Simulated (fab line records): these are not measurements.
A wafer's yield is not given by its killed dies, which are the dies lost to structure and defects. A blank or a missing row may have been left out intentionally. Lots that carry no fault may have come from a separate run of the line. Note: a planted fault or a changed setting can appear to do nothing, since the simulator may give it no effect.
Chamber matching | flow nand harc | pecvd-03 running NHARC_P_CONTACT_DEP_30: 3 sister chambers
The step deposits SiNx, target thk 30 nm. 14 wafers are shown with their chamber, then 7 later ones without.

## EACH WAFER AND ITS CHAMBER
wafer  | chamber | heater power w (W)
L275.1 | 0       | 670
L275.4 | 1       | 858
L275.5 | 0       | 676
L279.3 | 1       | 834
L279.4 | 0       | 652
L279.5 | 1       | 824
L281.2 | 0       | 697
L281.3 | 1       | 726
L281.5 | 0       | 679
L284.1 | 1       | 730
L284.3 | 0       | 676
L284.4 | 0       | 660
L288.1 | 1       | 740
L288.2 | 2       | 737

SIGNATURES (averages over the wafers above)
reading        | chamber 0 | chamber 1 | chamber 2 | scatter within a chamber
heater power w | 672.86    | 785.33    | 737.00    | 41.6
Rule: a wafer's distance from a chamber is the root of the sum, over the readings, of the square of ((its reading less the chamber's mean) divided by the reading's scatter). If the next closest chamber is less than 2 further off than the closest, the wafer can't be placed; otherwise it belongs to the closest. How the scatter is found: for the shown wafers, subtract from each reading the mean of its chamber, square and add these, divide the total by (wafers less chambers), then take the root.

## WAFERS WITH NO CHAMBER GIVEN
wafer  | heater power w (W)
L288.3 | 630
L290.3 | 615
L290.4 | 617
L290.6 | 748
L292.1 | 613
L292.4 | 842
L292.5 | 760

## WHICH CHAMBER EACH WENT THROUGH
wafer  | from the rows above          | in truth
L288.3 | can't be placed: 0 or 2      | 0
L290.3 | can't be placed: 0 or 2      | 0
L290.4 | can't be placed: 0 or 2      | 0
L290.6 | can't be placed: 2 or 1 or 0 | 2
L292.1 | can't be placed: 0 or 2      | 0
L292.4 | can't be placed: 1 or 2      | 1
L292.5 | can't be placed: 2 or 1 or 0 | 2
0 of 7 placed correctly. These rows do not allow placing 7 (true chamber among the candidates in 7). 0 placed wrongly.
